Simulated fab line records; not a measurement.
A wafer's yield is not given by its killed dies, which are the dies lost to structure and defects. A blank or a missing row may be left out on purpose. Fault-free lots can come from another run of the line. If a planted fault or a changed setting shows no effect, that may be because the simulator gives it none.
8D (eight disciplines) problem report, filled in by code + flow nand-harc + the parts of the form that need people (team, actions taken, sign-off) are left out

== 1. PROBLEM STATEMENT ==
Mean of heater-power-total-W at NHARC_A_CONTACT_SOFTBAKE_03: 191.18 W across 6 wafers in 2 lots; on wafers with no fault it is 188.46 W (standard deviation 0.14). Measured from the usual mean, that is +19 standard deviations.
The step: time 55 s.
First seen on wafer L903.2, day 20 13:00, on litho-track-01. The record holds 39 wafers of 13 lots with a number at this step. The rule behind "out" and "out of limits": a value lying over 4 standard deviations away from the usual mean. All remaining wafers that have a number are taken as sound.

== 2. WHAT THIS IS AND IS NOT ==
| question                    | is                     | is not                                                                                 |
|-----------------------------|------------------------|----------------------------------------------------------------------------------------|
| which readings at this step | heater-power-total-W   | -                                                                                      |
| which lots                  | L903, L905             | L888, L889, L892, L893, L894, L898, L902, L906, L907, L908, L911                       |
| which wafers of those lots  | all that have a number | -                                                                                      |
| read on which tools         | litho-track-01         | litho-track-04, litho-track-06                                                         |
| when                        | from day 20 13:00      | up to then (21 sound wafers); but 12 sound wafers of L906, L907, L908, L911 came after |

== 3. THE SUSPECTS, EACH WITH WHAT RULES IT OUT ==
Counting: a tool at a process step up to the reading stays a suspect if it ran every lot that is out and no sound lot after the first of them.
- litho-track-01 at NHARC_A_CONTACT_SOFTBAKE_03 (time 55 s): kept. It ran every lot that is out, first L903 (day 20 13:00), and no sound lot after that; its last sound lot up to then is L894 (day 17 23:00). Its own heater-power-total-W readings are out on those wafers.
After counting, what remains is litho-track-01 at NHARC_A_CONTACT_SOFTBAKE_03.

== 4. THE CAUSE (what the simulator had put in) ==
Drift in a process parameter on litho-track-01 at NHARC_A_CONTACT_SOFTBAKE_03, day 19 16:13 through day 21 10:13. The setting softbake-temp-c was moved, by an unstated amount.
This tool alone remained once counting was done.

== 5. SEQUENCE OF EFFECTS, ordered by route ==
Each row: a reading whose mean over the struck wafers that have a number lies more than 3 standard deviations from the usual. Readings are gone through only where the record gives a usual standard deviation; hours: the median, over the lots, of the time from a lot's start at the first step in this table giving one to that lot's start at this step; sigmas: the change measured in usual standard deviations.
| hours | step                        | reading              | usual    | on struck wafers | change | sigmas |
|-------|-----------------------------|----------------------|----------|------------------|--------|--------|
| 0     | NHARC_A_CONTACT_SOFTBAKE_03 | heater-power-total-W | 188.46 W | 191.18           | +2.72  | +19    |
Here are the process steps it includes:
- NHARC_A_CONTACT_SOFTBAKE_03: time 55 s.
Later steps that measure or inspect, where all struck wafers having a row at the step show a number for every such reading and not one has moved that far: NHARC_END_SORT_01.

== 6. WHAT WOULD HAVE CAUGHT IT SOONER ==
First out-of-limits reading in this record: day 20 13:00, which is 21 hours after fault onset at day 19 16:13.
